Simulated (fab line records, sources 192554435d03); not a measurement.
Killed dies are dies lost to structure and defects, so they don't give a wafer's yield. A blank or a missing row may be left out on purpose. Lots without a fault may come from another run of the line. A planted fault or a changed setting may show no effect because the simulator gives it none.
Split-lot experiment | flow n5_finfet | 7 lots, 21 wafers read, on a route of 1938 steps

THE SPLIT
At N5_BEOL_M9_PECVD_70 (deposits SiO2 from TEOS/O2, target thk 20 nm, time 22.7 s), the setting time_s was moved away from the recipe's 22.7 s on 7 of the 21 wafers read, by -6.8% to +11.0%. The other wafers ran this setting at the recipe's value.

The reading is taken at the split's own step.

THE READING
SiO2_of_BEOL_M9_PECVD_70.thk_nm (the simulator's own value, which no gauge read), in nm, at N5_BEOL_M9_PECVD_70 (deposits SiO2 from TEOS/O2, target thk 20 nm, time 22.7 s). The file gives no usual value for it. The 14 wafers here that ran the recipe average 20.1 nm, standard deviation 0.3 nm.

wafer  | tool, chamber at the split | time_s as run, s | against the recipe | SiO2_of_BEOL_M9_PECVD_70.thk_nm, nm | against lot-mates on the recipe
L075.1 | pecvd-01, 0                | 22.7             | recipe             | 19.8                                | -
L075.3 | pecvd-01, 1                | 22.7             | recipe             | 20.2                                | -
L075.6 | pecvd-01, 1                | 22.7             | recipe             | 20.8                                | -
L078.2 | pecvd-01, 0,1              | 22.7             | recipe             | 19.8                                | -
L078.3 | pecvd-01, 0,1              | 22.7             | recipe             | 19.8                                | -
L078.6 | pecvd-01, 2                | 21.83            | -3.8%              | 19.4                                | -0.4
L081.4 | pecvd-01, 0,1              | 24.64            | +8.5%              | 21.4                                | +1.6
L081.5 | pecvd-01, 0,1              | 24.64            | +8.5%              | 21.4                                | +1.6
L081.6 | pecvd-01, 2                | 22.7             | recipe             | 19.8                                | -
L080.3 | pecvd-02, 1                | 22.7             | recipe             | 20                                  | -
L080.5 | pecvd-02, 1                | 21.35            | -5.9%              | 19.2                                | -0.9
L080.6 | pecvd-02, 2                | 22.7             | recipe             | 20.2                                | -
L082.2 | pecvd-01, 1                | 22.7             | recipe             | 20                                  | -
L082.3 | pecvd-01, 0                | 25.19            | +11.0%             | 21.4                                | +1.4
L082.6 | pecvd-01, 0                | 25.19            | +11.0%             | 22                                  | +2.0
L084.1 | pecvd-02, 2                | 22.7             | recipe             | 20.4                                | -
L084.3 | pecvd-02, 0,1              | 22.7             | recipe             | 20                                  | -
L084.4 | pecvd-02, 0,1              | 22.7             | recipe             | 20                                  | -
L091.2 | pecvd-03, 1                | 21.16            | -6.8%              | 19                                  | -1.4
L091.5 | pecvd-03, 1                | 22.7             | recipe             | 20.6                                | -
L091.6 | pecvd-03, 2                | 22.7             | recipe             | 20.2                                | -
Where a row lists several chambers, the file gives one row for several wafers and doesn't say which wafer went through which chamber.

THE FIT
A straight line over all 21 wafers: SiO2_of_BEOL_M9_PECVD_70.thk_nm changes by +0.151 nm for each +1% of time_s; r = +0.94; the points scatter about the line by 0.28 nm.
The same after taking each lot's own level away (the mean of its wafers on the recipe; 21 wafers): +0.168 nm for each +1%; r = +0.96; scatter 0.24 nm.
On that fit, the largest move of time_s shifts the reading by 1.8 nm.
The lots' own levels span 19.80 to 20.40 nm, that is 2.0 times the standard deviation above.
So the lot-to-lot level changes the slope little: the two slopes agree.
Check: with one of the wafers moved furthest among these (+11.0%) left out of the fit, the line predicts +2 nm for it against its lot-mates. It came out at +1.4 nm against them.

OTHER SPLITS ON THESE WAFERS
These wafers also went through other splits before the reading. Each is held against what the fit with the lots' levels taken away leaves over:
other split on the same wafers | wafers away from the commonest value | r with SiO2_of_BEOL_M9_PECVD_70.thk_nm (lot level and that fit taken away)
N5_BEOL_M6_COAT_63 spin_rpm    | 5                                    | +0.25
N5_BEOL_M6_COAT_22 spin_rpm    | 10                                   | -0.43
N5_BEOL_M7_EXPOSE_08 dose_mj   | 6                                    | -0.19
N5_BEOL_M7_ETCH_61 source_w    | 5                                    | -0.11
N5_BEOL_M7_DEP_56 time_s       | 9                                    | +0.10
N5_BEOL_M8_PECVD_70 temp_c     | 7                                    | +0.06

THE FILE'S OWN FIT
SiO2_of_BEOL_M9_PECVD_70.thk_nm changes by +0.168 nm for each +1% of time_s, r = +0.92.
